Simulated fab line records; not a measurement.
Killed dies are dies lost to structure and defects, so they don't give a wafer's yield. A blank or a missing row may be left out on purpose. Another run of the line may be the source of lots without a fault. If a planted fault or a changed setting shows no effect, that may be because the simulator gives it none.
2 desks, one fault ; flow n5 finfet ; what lay behind the numbers comes last; until then each desk has only its own

## AT THE METROLOGY DESK
Means of the sampled wafers that have a number, per lot and without regard to the tool the lot ran on: this is what the gauges read. A lot is out of limits, marked OUT, if its mean lies more than 4 standard deviations from the usual mean; the brackets give that distance. Of its 38 readings 7 are shown: the one that was out of limits first, and those that lie furthest out on some lot.
Columns: A = trench depth nm at N5_BEOL_M9_OCD_MEAS_38, usual 151.1 nm; B = M9_THK at N5_BEOL_M9_THK_MEAS_53, usual 136 nm; C = M9_RS at N5_BEOL_M9_RS_MEAS_57, usual 0.151 ohm/sq; D = SERP_M8 at N5_BEOL_M15_RC_MEAS_101, usual 14.0 ohm/um; E = SERP_M8_max_site at N5_BEOL_M15_RC_MEAS_101, usual 14.5 ohm/um; F = SERP_M9 at N5_BEOL_M15_RC_MEAS_101, usual 3.08 ohm/um; G = SERP_M9_max_site at N5_BEOL_M15_RC_MEAS_101, usual 3.16 ohm/um
lot;first seen here;A;B;C;D;E;F;G
L923;day 8 21:31;147.8;132;0.156;13.2;13.5;3.21;3.28
L929;day 10 18:56;110.0 (-17) OUT;95 (-14) OUT;0.247 (+29) OUT;13.5;14.5;5.02 (+23) OUT;5.08 (+20) OUT
L936;day 12 05:27;148.5;133;0.156;14.2;14.8;3.07;3.17
L939;day 13 03:20;150.7;136;0.152;15.4;16.2;3.03;3.10
L941;day 13 07:25;150.5;138;0.150;13.7;14.3;3.09;3.20
L942;day 13 10:23;151.2;136;0.151;13.4;13.8;3.07;3.12
This desk's verdict: out of limits on L929, starting with L929 at day 12 17:19 (trench depth nm at N5_BEOL_M9_OCD_MEAS_38). Within limits: L923, L936, L939, L941, L942.

## TOOL OWNER'S DESK, rie diel-02
The tool's own readings at N5_BEOL_M9_TRENCH_ETCH_37 (etches SiCOH lowk in C4F6/O2, target depth 151.43 nm, time 49 s): means of the sampled wafers that have a number, for each lot that ran on this tool. A lot is out of limits, marked OUT, if its mean lies more than 4 standard deviations from the usual mean; the brackets give that distance. Of its 9 readings 7 are shown: the one that was out of limits first, and those that lie furthest out on some lot.
Columns: A = drypump motor current A at N5_BEOL_M9_TRENCH_ETCH_37, usual 5.8 A; B = oes_f_703_au at N5_BEOL_M9_TRENCH_ETCH_37, usual 0.79 a.u.; C = oes product au at N5_BEOL_M9_TRENCH_ETCH_37, usual 0.80 a.u.; D = rf fwd power W at N5_BEOL_M9_TRENCH_ETCH_37, usual 341.3 W; E = run length s at N5_BEOL_M9_TRENCH_ETCH_37, usual 72.3 s; F = showerhead plenum p Torr at N5_BEOL_M9_TRENCH_ETCH_37, usual 2.87 Torr; G = throttle valve pct at N5_BEOL_M9_TRENCH_ETCH_37, usual 21.08 %
lot;first seen here;A;B;C;D;E;F;G
L923;day 10 15:05;6.0;0.71;0.71;340.4;72.9;2.87;21.36
L929;day 12 17:09;6.1;0.86;0.87;344.7;58.8 (-29) OUT;2.93;20.87
L939;day 15 06:31;6.2;0.82;0.84;340.8;72.4;2.94;20.95
This desk's verdict: out of limits on L929, starting with L929 at day 12 17:09 (run length s at N5_BEOL_M9_TRENCH_ETCH_37). Within limits: L923, L939.

## BROUGHT TOGETHER
On L929, at day 12 17:09, an alarm was possible from the tool owner's desk.
The metrology desk could have raised an alarm at day 12 17:19, on L929.
All the named lots went through N5_BEOL_M9_TRENCH_ETCH_37 on rie diel-02.

## WHAT HAD BEEN PUT IN BY THE SIMULATOR
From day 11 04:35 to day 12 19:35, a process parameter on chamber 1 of rie diel-02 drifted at N5_BEOL_M9_TRENCH_ETCH_37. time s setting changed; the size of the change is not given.
Shown lots that were struck: L929.
Time in hours from fault onset to the first out-of-limits reading at each desk: tool owner's desk 37, metrology desk 37.
